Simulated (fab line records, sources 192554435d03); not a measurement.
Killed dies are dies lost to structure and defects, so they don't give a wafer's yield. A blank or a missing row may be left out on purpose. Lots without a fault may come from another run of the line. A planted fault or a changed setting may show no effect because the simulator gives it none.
Chamber matching | flow n5_finfet | N5_ILD0_CMP_07 on cmp-01: 4 sister chambers
The step polishes SiO2 flowable, stops on poly-Si, t overpolish 1.18 s, target thk 138.88 nm. 16 wafers are shown with their chamber, then 8 later ones without.

WAFERS WITH THEIR CHAMBER
wafer  | chamber | motor_current_A (A)
L076.1 | 0       | 14.8
L076.2 | 1       | 9.7
L076.4 | 3       | 10.3
L079.1 | 0       | 13.8
L079.2 | 2       | 13.4
L079.3 | 1       | 9.8
L080.2 | 2       | 13.0
L080.5 | 1       | 9.9
L080.6 | 0       | 14.7
L082.2 | 0       | 14.3
L082.5 | 0       | 15.0
L082.6 | 3       | 10.6
L083.1 | 0       | 14.9
L083.3 | 1       | 10.3
L083.5 | 3       | 9.6
L087.3 | 1       | 9.9

SIGNATURES (means of the wafers above)
reading         | chamber 0 | chamber 1 | chamber 2 | chamber 3 | scatter within a chamber
motor_current_A | 14.583    | 9.920     | 13.200    | 10.167    | 0.392
Rule: a wafer's distance from a chamber is the root of the sum, over the readings, of the square of ((its reading less the chamber's mean) divided by the reading's scatter). The wafer belongs to the nearest chamber; if the next one is less than 2 further off, it can't be placed. The scatter: the root of (the sum of the squares of (reading less its chamber's mean) over the shown wafers, divided by (wafers less chambers)).

WAFERS WITHOUT THEIR CHAMBER
wafer  | motor_current_A (A)
L087.5 | 14.7
L087.6 | 11.1
L091.1 | 10.3
L091.5 | 9.5
L091.6 | 13.9
L096.2 | 10.7
L096.4 | 10.0
L096.6 | 10.1

WHICH CHAMBER EACH WENT THROUGH
wafer  | from the rows above     | in truth
L087.5 | 0                       | 0
L087.6 | can't be placed: 3 or 1 | 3
L091.1 | can't be placed: 3 or 1 | 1
L091.5 | can't be placed: 1 or 3 | 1
L091.6 | can't be placed: 0 or 2 | 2
L096.2 | can't be placed: 3 or 1 | 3
L096.4 | can't be placed: 1 or 3 | 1
L096.6 | can't be placed: 3 or 1 | 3
Placed correctly: 1 of 8. Can't be placed from these rows: 7 (the true chamber is among the candidates in 7). Placed wrongly: 0.
